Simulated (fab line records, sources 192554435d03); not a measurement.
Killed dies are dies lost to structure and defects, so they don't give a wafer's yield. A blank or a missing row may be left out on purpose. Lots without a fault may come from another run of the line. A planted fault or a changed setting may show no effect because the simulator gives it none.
Which tool did it? | flow n5_finfet | 10 lots, 29 wafers sampled, at 6 steps of a route of 1938

WHAT THE GAUGES READ, wafer by wafer
N5_BEOL_M4_RC_MEAS_101. Usual: DIBL_N 37.5 mV/V, standard deviation 1.9; DIBL_P 37.3 mV/V, standard deviation 2.4; IOFF_N 0.18 nA/um, standard deviation 0.038; IOFF_P 0.23 nA/um, standard deviation 0.045; ION_N 677 uA/um, standard deviation 11; ION_P 464 uA/um, standard deviation 8.1; SS_N 72.0 mV/dec, standard deviation 0.68; SS_P 73.5 mV/dec, standard deviation 0.77; VT_N 249 mV, standard deviation 3.3; VT_P -249 mV, standard deviation 3.6.
lot  | measured     | on        | DIBL_N (mV/V)  | DIBL_P (mV/V)  | IOFF_N (nA/um) | IOFF_P (nA/um) | ION_N (uA/um) | ION_P (uA/um) | SS_N (mV/dec)  | SS_P (mV/dec)  | VT_N (mV)   | VT_P (mV)      | flag
L637 | day 7 19:20  | prober-01 | 38.4 36.5 39.9 | 37.3 36.1 39.5 | 0.22 0.17 0.24 | 0.24 0.21 0.27 | 688 667 679   | 468 460 461   | 72.3 71.8 72.8 | 74.0 73.1 74.7 | 242 248 245 | -247 -253 -247 |
L636 | day 8 00:23  | prober-02 | 38.1 40.4 37.6 | 37.5 40.1 36.8 | 0.18 0.23 0.17 | 0.20 0.24 0.19 | 672 687 665   | 449 465 451   | 72.3 73.4 71.6 | 73.7 73.7 73.8 | 250 248 252 | -251 -249 -254 |
L643 | day 9 20:13  | prober-01 | 35.6 38.9 38.5 | 35.0 37.3 36.6 | 0.16 0.21 0.21 | 0.25 0.29 0.26 | 682 692 687   | 478 481 469   | 71.4 71.5 72.3 | 74.2 74.3 74.1 | 247 248 248 | -246 -244 -245 |
L645 | day 10 06:16 | prober-02 | 37.2 37.7 37.5 | 37.5 37.4 37.3 | 0.18 0.19 0.17 | 0.25 0.24 0.23 | 673 674 669   | 469 467 461   | 71.4 72.3 71.2 | 73.7 74.2 74.2 | 250 252 249 | -247 -247 -249 |
L651 | day 12 03:10 | prober-01 | 36.8 37.4 34.9 | 35.2 34.8 33.6 | 0.17 0.18 0.14 | 0.23 0.24 0.19 | 682 676 663   | 467 470 454   | 71.5 72.2 71.0 | 72.5 73.2 72.4 | 251 251 251 | -245 -246 -250 |
L650 | day 12 05:04 | prober-02 | 36.3 38.0 35.7 | 36.8 39.5 36.7 | 0.16 0.21 0.16 | 0.20 0.23 0.20 | 666 692 672   | 460 464 459   | 71.8 72.0 71.4 | 73.5 74.0 73.0 | 252 244 249 | -253 -251 -250 |
L652 | day 12 09:42 | prober-01 | 38.6 42.1 40.1 | 38.3 41.9 38.9 | 0.18 0.27 0.22 | 0.26 0.32 0.26 | 678 703 697   | 468 473 474   | 72.4 73.1 73.2 | 74.2 75.1 74.1 | 246 244 247 | -246 -243 -249 |
L653 | day 12 11:52 | prober-01 | 37.7 32.6 38.4 | 40.0 33.0 40.1 | 0.19 0.11 0.21 | 0.29 0.19 0.32 | 687 666 680   | 478 473 476   | 71.9 70.6 71.7 | 74.0 71.4 73.3 | 248 254 246 | -243 -249 -243 |
L656 | day 13 05:39 | prober-02 | 39.7 40.7      | 40.5 41.6      | 0.23 0.23      | 0.26 0.27      | 683 692       | 463 470       | 72.4 72.7      | 74.5 74.2      | 244 245     | -249 -249      |
L658 | day 13 12:23 | prober-02 | 38.9 36.0 34.5 | 38.9 36.7 36.0 | 0.22 0.15 0.13 | 0.25 0.21 0.20 | 682 675 664   | 458 466 462   | 72.6 71.9 71.6 | 73.9 72.7 73.4 | 248 249 253 | -249 -248 -250 |

N5_PASSIVATION_INSPECT_57: inspects for defects (macro). Usual: raw_defect_count 2.0, standard deviation 1.4.
lot  | measured     | on                | raw_defect_count | flag
L637 | day 12 11:49 | defect_inspect-02 | 3 1 0            |
L636 | day 12 15:51 | defect_inspect-02 | 0 4 3            |
L643 | day 14 04:28 | defect_inspect-02 | 3 0 2            |
L645 | day 13 22:54 | defect_inspect-02 | 0 3 4            |
L651 | day 16 12:38 | defect_inspect-02 | 0                |
L650 | day 16 04:50 | defect_inspect-02 | 2 1 3            |
L652 | day 16 19:43 | defect_inspect-02 | 0 1 4            |
L653 | day 16 19:25 | defect_inspect-02 | 2                |
L658 | day 17 17:26 | defect_inspect-01 | 2 3 2            |

WHICH TOOL RAN EACH LOT (tool, then ch and the chambers of the sampled wafers, then the start)
lot  | N5_MIM_TOP_LITHO_DESCUM_10         | N5_MIM_TOP_ETCH_ETCH_00           | N5_PASSIVATION_DEGAS_18      | N5_PASSIVATION_PROBE_49
L637 | rie_diel-03 ch 0,3, day 11 22:17   | rie_metal-03 ch 0,1, day 11 22:22 | pvd_sputter-02, day 12 03:46 | prober-02, day 12 11:31
L636 | rie_diel-03 ch 1,3, day 12 05:03   | rie_metal-03 ch 1, day 12 05:08   | pvd_sputter-03, day 12 09:58 | prober-01, day 12 15:32
L643 | rie_diel-06 ch 1,2, day 13 17:05   | rie_metal-03 ch 0,1, day 13 17:13 | pvd_sputter-01, day 13 22:04 | prober-02, day 14 04:16
L645 | rie_diel-04 ch 2,3, day 13 13:49   | rie_metal-02 ch 0,1, day 13 13:56 | pvd_sputter-02, day 13 16:42 | -
L651 | rie_diel-03 ch 0,2, day 15 23:33   | rie_metal-03 ch 1, day 15 23:38   | pvd_sputter-01, day 16 06:05 | prober-01, day 16 12:17
L650 | rie_diel-06 ch 0,1,2, day 15 19:10 | rie_metal-03 ch 0,1, day 15 19:16 | pvd_sputter-03, day 15 22:39 | prober-01, day 16 04:32
L652 | rie_diel-06 ch 1,2, day 16 06:20   | rie_metal-02 ch 0,1, day 16 06:26 | pvd_sputter-02, day 16 12:58 | prober-01, day 16 19:25
L653 | rie_diel-04 ch 0,1,2, day 16 07:15 | rie_metal-03 ch 0,1, day 16 07:22 | pvd_sputter-03, day 16 13:00 | prober-01, day 16 19:10
L656 | rie_diel-04 ch 2,3, day 16 18:58   | rie_metal-03 ch 1, day 16 19:04   | -                            | prober-01, day 17 06:07
L658 | rie_diel-06 ch 0,1,2, day 17 05:53 | rie_metal-02 ch 0,1, day 17 05:58 | pvd_sputter-01, day 17 11:11 | -
- N5_MIM_TOP_LITHO_DESCUM_10: chemistry O2, time 7.9 s.
- N5_MIM_TOP_ETCH_ETCH_00: etches TiN in Cl2/BCl3, target depth 38.5 nm.
- N5_PASSIVATION_DEGAS_18: time 60 s.
- N5_PASSIVATION_PROBE_49

WHAT THE TOOLS THEMSELVES READ (means of the sampled wafers that have a number; where no wafer has one, the mark that the record gives instead)
N5_MIM_TOP_LITHO_DESCUM_10. Usual: drypump_motor_current_A 6.1 A, standard deviation 0.4; oes_product_au 0.81 a.u., standard deviation 0.089; rf_vpp_V 243.1 V, standard deviation 1.3; showerhead_plenum_p_Torr 2.10 Torr, standard deviation 0.066; throttle_valve_pct 20.39 %, standard deviation 0.23.
lot  | tool        | drypump_motor_current_A (A) | oes_product_au (a.u.) | rf_vpp_V (V) | showerhead_plenum_p_Torr (Torr) | throttle_valve_pct (%) | flag
L637 | rie_diel-03 | 6.1                         | 0.76                  | 243.2        | 2.08                            | 20.66                  |
L636 | rie_diel-03 | 5.8                         | 0.70                  | 242.8        | 2.10                            | 20.57                  |
L643 | rie_diel-06 | 6.4                         | 0.88                  | 242.8        | 2.10                            | 20.21                  |
L645 | rie_diel-04 | 6.0                         | 0.91                  | 243.1        | 2.12                            | 20.16                  |
L651 | rie_diel-03 | 6.0                         | 0.82                  | 243.8        | 2.13                            | 20.73                  |
L650 | rie_diel-06 | 6.2                         | 0.84                  | 243.6        | 2.13                            | 20.42                  |
L652 | rie_diel-06 | 6.4                         | 0.85                  | 243.7        | 2.09                            | 20.24                  |
L653 | rie_diel-04 | 6.1                         | 0.79                  | 242.5        | 2.04                            | 20.33                  |
L656 | rie_diel-04 | 5.9                         | 0.82                  | 242.2        | 2.09                            | 20.27                  |
L658 | rie_diel-06 | 6.2                         | 0.81                  | 243.2        | 2.12                            | 20.45                  |

N5_MIM_TOP_ETCH_ETCH_00. Usual: bias_w 126.0 W, standard deviation 0.4; drypump_motor_current_A 5.7 A, standard deviation 0.47; oes_product_au 0.82 a.u., standard deviation 0.087; throttle_valve_pct 22.7 %, standard deviation 0.34.
lot  | tool         | bias_w (W) | drypump_motor_current_A (A) | oes_product_au (a.u.) | throttle_valve_pct (%) | flag
L637 | rie_metal-03 | 125.8      | 6.0                         | 0.81                  | 22.8                   |
L636 | rie_metal-03 | 125.0      | 5.3                         | 0.80                  | 22.3                   |
L643 | rie_metal-03 | 126.0      | 5.6                         | 0.78                  | 22.6                   |
L645 | rie_metal-02 | 125.8      | 5.8                         | 0.87                  | 22.7                   |
L651 | rie_metal-03 | 126.1      | 5.3                         | 0.70                  | 22.3                   |
L650 | rie_metal-03 | 125.6      | 5.6                         | 0.77                  | 22.6                   |
L652 | rie_metal-02 | 126.2      | 5.9                         | 0.93                  | 22.5                   |
L653 | rie_metal-03 | 126.4      | 6.0                         | 0.71                  | 22.8                   |
L656 | rie_metal-03 | 125.5      | 5.3                         | 0.67                  | 22.4                   |
L658 | rie_metal-02 | 126.4      | 5.9                         | 0.92                  | 22.5                   |

N5_PASSIVATION_DEGAS_18. Usual: heater_power_w 452 W, standard deviation 45; susceptor_temp_C 299.99 C, standard deviation 0.2.
lot  | tool           | heater_power_w (W) | susceptor_temp_C (C) | flag
L637 | pvd_sputter-02 | 468                | 300.12               |
L636 | pvd_sputter-03 | 431                | 299.84               |
L643 | pvd_sputter-01 | 504                | 299.85               |
L645 | pvd_sputter-02 | 538                | 299.97               |
L651 | pvd_sputter-01 | 465                | 299.84               |
L650 | pvd_sputter-03 | 432                | 300.28               |
L652 | pvd_sputter-02 | 464                | 300.02               |
L653 | pvd_sputter-03 | 471                | 300.01               |
L658 | pvd_sputter-01 | 484                | 299.96               |

N5_PASSIVATION_PROBE_49. Usual: defect_limited_yield 91.2 %, standard deviation 1.5; killed_at_M0_to_M3 31, standard deviation 10; killed_at_M4_up 15, standard deviation 5.9; killed_at_contacts 13, standard deviation 6; killed_at_front_end 41, standard deviation 11; killed_at_other 4, standard deviation 3.1; killed_dies 104, standard deviation 18; killed_on_rim 14, standard deviation 4.1; killed_open 68, standard deviation 13; killed_short 33, standard deviation 8.1; sort_bin_4_leakage 0.00 %, standard deviation 0.03; sort_bin_5_function 5.1 %, standard deviation 1.1; sort_bin_6_memory 3.2 %, standard deviation 0.69; sort_bin_8_speed 0.01 %, standard deviation 0.045; sort_n_pass 1076, standard deviation 18.
lot  | tool      | defect_limited_yield (%) | killed_at_M0_to_M3 | killed_at_M4_up | killed_at_contacts | killed_at_front_end | killed_at_other | killed_dies | killed_on_rim | killed_open | killed_short | sort_bin_4_leakage (%) | sort_bin_5_function (%) | sort_bin_6_memory (%) | sort_bin_8_speed (%) | sort_n_pass | flag
L637 | prober-02 | 90.6                     | 34                 | 16              | 18                 | 38                  | 4               | 111         | 16            | 80          | 30           | 0.00                   | 5.6                     | 3.5                   | 0.00                 | 1069        |
L636 | prober-01 | 91.7                     | 26                 | 9               | 18                 | 42                  | 3               | 98          | 15            | 61          | 36           | 0.00                   | 4.8                     | 3.4                   | 0.00                 | 1082        |
L643 | prober-02 | 92.1                     | 19                 | 16              | 12                 | 41                  | 5               | 93          | 10            | 55          | 36           | 0.00                   | 4.4                     | 3.3                   | 0.00                 | 1087        |
L651 | prober-01 | 30.7                     | 36                 | 12              | 10                 | 31                  | 728             | 817         | 105           | 59          | 31           | 0.00                   | 65.8                    | 3.0                   | 0.00                 | 363         | OFF
L650 | prober-01 | 92.2                     | 28                 | 10              | 16                 | 37                  | 1               | 92          | 12            | 63          | 28           | 0.00                   | 4.6                     | 2.9                   | 0.00                 | 1088        |
L652 | prober-01 | 91.6                     | 32                 | 15              | 13                 | 35                  | 4               | 99          | 13            | 72          | 23           | 0.06                   | 4.8                     | 3.1                   | 0.00                 | 1080        |
L653 | prober-01 | 51.3                     | 35                 | 14              | 16                 | 39                  | 470             | 574         | 103           | 73          | 31           | 0.00                   | 44.9                    | 3.5                   | 0.08                 | 606         | OFF
L656 | prober-01 | 0.1                      | 41                 | 14              | 6                  | 43                  | 1075            | 1178        | 150           | 70          | 32           | 0.00                   | 96.3                    | 3.2                   | 0.00                 | 2           | OFF

THE ANSWER, worked out from the rows above alone
Rule: a lot is off if the mean of its wafers that have a number lies more than 3 standard deviations from the usual mean. A lot without any number at a reading at which 4 lots or more have one is off too. The other lots that the step has rows for count as sound. The gauges are gone through in route order, then the tools' own readings, and for those a lot's mean is taken as printed above. The first step at which some lot is off is used, and at that step the reading that is off furthest; a lot without a number counts as furthest.
Off: L651, L653, L656, at N5_PASSIVATION_PROBE_49 (killed_at_other). Neither off nor sound, because the step has no rows for them: L645, L658.
A tool fits if, at that step or a process step before it, it ran every lot that is off, and no sound lot after the first of them. One fits: rie_metal-03 at N5_MIM_TOP_ETCH_ETCH_00. Its last sound lot is L650 (day 15 19:16), its first lot that is off L651 (day 15 23:38): a fault that began between those two fits.

WHAT THE SIMULATOR HAD PUT IN
Process parameter drift: rie_metal-03, from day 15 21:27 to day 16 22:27, at N5_MIM_TOP_ETCH_ETCH_00. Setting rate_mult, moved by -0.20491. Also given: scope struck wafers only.
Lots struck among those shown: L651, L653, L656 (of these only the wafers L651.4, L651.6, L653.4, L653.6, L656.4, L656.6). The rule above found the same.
